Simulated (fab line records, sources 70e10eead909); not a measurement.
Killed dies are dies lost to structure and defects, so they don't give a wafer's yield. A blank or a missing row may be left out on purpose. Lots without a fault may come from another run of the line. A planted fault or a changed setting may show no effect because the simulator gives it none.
Tool commonality check | flow nand_harc | 4 lots, 10 wafers sampled

WHY IT WAS OPENED
At NHARC_END_SORT_01 the reading killed_at_array is flagged on 2 of 4 lots. Wafers without a fault read 31, standard deviation 12.
Rule: a lot is flagged when every wafer of it that has a number lies more than 4 standard deviations from that mean, or none has a number. The other lots count as sound.

lot  | measured     | on        | killed_at_array, wafer by wafer | flag
L947 | day 22 04:41 | prober-01 | 675 673 676                     | FLAGGED
L954 | day 23 05:47 | prober-02 | 35 42 38                        |
L952 | day 23 07:27 | prober-01 | 675 673 672                     | FLAGGED
L957 | day 24 03:32 | prober-01 | 26                              |
The numbers of the flagged lots are 674 on average: +643 against the usual, or +54 standard deviations.

WHICH TOOL RAN EACH LOT
The record holds 4 process steps before the reading, out of a route of 1159 steps. In each cell: the tool, then ch and the chambers that the sampled wafers went through, then the start.
lot  | flag    | NHARC_A_STAIRCASE_ETCH_169         | NHARC_A_STAIRCASE_ETCH_170                    | NHARC_A_STAIRCASE_ETCH_15          | NHARC_A_STAIRCASE_TRIM_22
L947 | FLAGGED | rie_diel-08 ch 0,1,2, day 13 11:46 | rie_diel-08 ch 1,2, day 13 14:01 or earlier   | rie_diel-08 ch 0,2,3, day 13 14:01 | rie_diel-13 ch 0,1, day 22 04:41 or earlier
L954 |         | rie_diel-05 ch 0,1, day 14 19:22   | rie_diel-05 ch 1,2, day 14 22:20 or earlier   | rie_diel-13 ch 1,2, day 14 22:20   | rie_diel-13 ch 0,1,3, day 23 05:47 or earlier
L952 | FLAGGED | rie_diel-05 ch 0,1,3, day 14 14:35 | rie_diel-05 ch 0,1,2, day 14 16:53 or earlier | rie_diel-08 ch 0,1, day 14 16:53   | rie_diel-13 ch 0,2,3, day 23 07:27 or earlier
L957 |         | rie_diel-13 ch 1,2,3, day 15 15:46 | rie_diel-13 ch 1,2, day 15 18:11 or earlier   | rie_diel-13 ch 0,3, day 15 18:11   | rie_diel-08 ch 0,1,3, day 24 03:32 or earlier
What these steps do:
- NHARC_A_STAIRCASE_ETCH_169: etches the open film in CH3F/O2, target depth 50 nm, time 107.1 s.
- NHARC_A_STAIRCASE_ETCH_170: etches the open film in C4F6/O2, target depth 200 nm, time 66.667 s.
- NHARC_A_STAIRCASE_ETCH_15: etches the open film in C4F8/O2, target depth 100 nm, time 40.5 s.
- NHARC_A_STAIRCASE_TRIM_22: chemistry O2, time 211.2 s.
- NHARC_END_SORT_01

FLAGGED OVER TOTAL, TOOL BY TOOL (the gauges that took the reading come last)
step                       | tool        | lots run | flagged | share of the flagged lots | sound lots run after its first flagged lot
NHARC_A_STAIRCASE_ETCH_169 | rie_diel-05 | 2        | 1       | some                      | 1 (L954)
NHARC_A_STAIRCASE_ETCH_169 | rie_diel-08 | 1        | 1       | some                      | 0
NHARC_A_STAIRCASE_ETCH_169 | rie_diel-13 | 1        | 0       | none                      | -
NHARC_A_STAIRCASE_ETCH_170 | rie_diel-05 | 2        | 1       | some                      | 1 (L954)
NHARC_A_STAIRCASE_ETCH_170 | rie_diel-08 | 1        | 1       | some                      | 0
NHARC_A_STAIRCASE_ETCH_170 | rie_diel-13 | 1        | 0       | none                      | -
NHARC_A_STAIRCASE_ETCH_15  | rie_diel-08 | 2        | 2       | all                       | 0
NHARC_A_STAIRCASE_ETCH_15  | rie_diel-13 | 2        | 0       | none                      | -
NHARC_A_STAIRCASE_TRIM_22  | rie_diel-08 | 1        | 0       | none                      | -
NHARC_A_STAIRCASE_TRIM_22  | rie_diel-13 | 3        | 2       | all                       | 1 (L954)
NHARC_END_SORT_01          | prober-01   | 3        | 2       | all                       | 1 (L957)
NHARC_END_SORT_01          | prober-02   | 1        | 0       | none                      | -
NHARC_A_STAIRCASE_ETCH_170 gives no start for some lots, so the hours and the order of its lots are those of NHARC_A_STAIRCASE_ETCH_15. NHARC_A_STAIRCASE_TRIM_22 gives no start for some lots, so the hours and the order of its lots are those of NHARC_END_SORT_01.

WHAT THE TABLE ALLOWS
3 rows of the table ran every flagged lot: rie_diel-08 at NHARC_A_STAIRCASE_ETCH_15, rie_diel-13 at NHARC_A_STAIRCASE_TRIM_22, prober-01 at NHARC_END_SORT_01.
- rie_diel-08 at NHARC_A_STAIRCASE_ETCH_15: 2 of its 2 lots flagged. It ran no sound lot before its first flagged lot in this sample, so the start can't be narrowed down. Its own readings lie more than 4 standard deviations out on every wafer of the flagged lots: oes_product_au.
- rie_diel-13 at NHARC_A_STAIRCASE_TRIM_22: 2 of its 3 lots flagged. Sound lots ran on it after the first flagged one (L954), which a lasting fault on the whole tool wouldn't allow.
- prober-01 at NHARC_END_SORT_01: 2 of its 3 lots flagged. Sound lots ran on it after the first flagged one (L957), which a lasting fault on the whole tool wouldn't allow.
One tool is left: rie_diel-08 at NHARC_A_STAIRCASE_ETCH_15.

WHAT THE SIMULATOR HAD PUT IN
Process parameter drift: rie_diel-08, from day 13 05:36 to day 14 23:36, at NHARC_A_STAIRCASE_ETCH_15. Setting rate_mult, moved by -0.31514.
Lots struck among those shown: L947, L952. The rule above found the same.
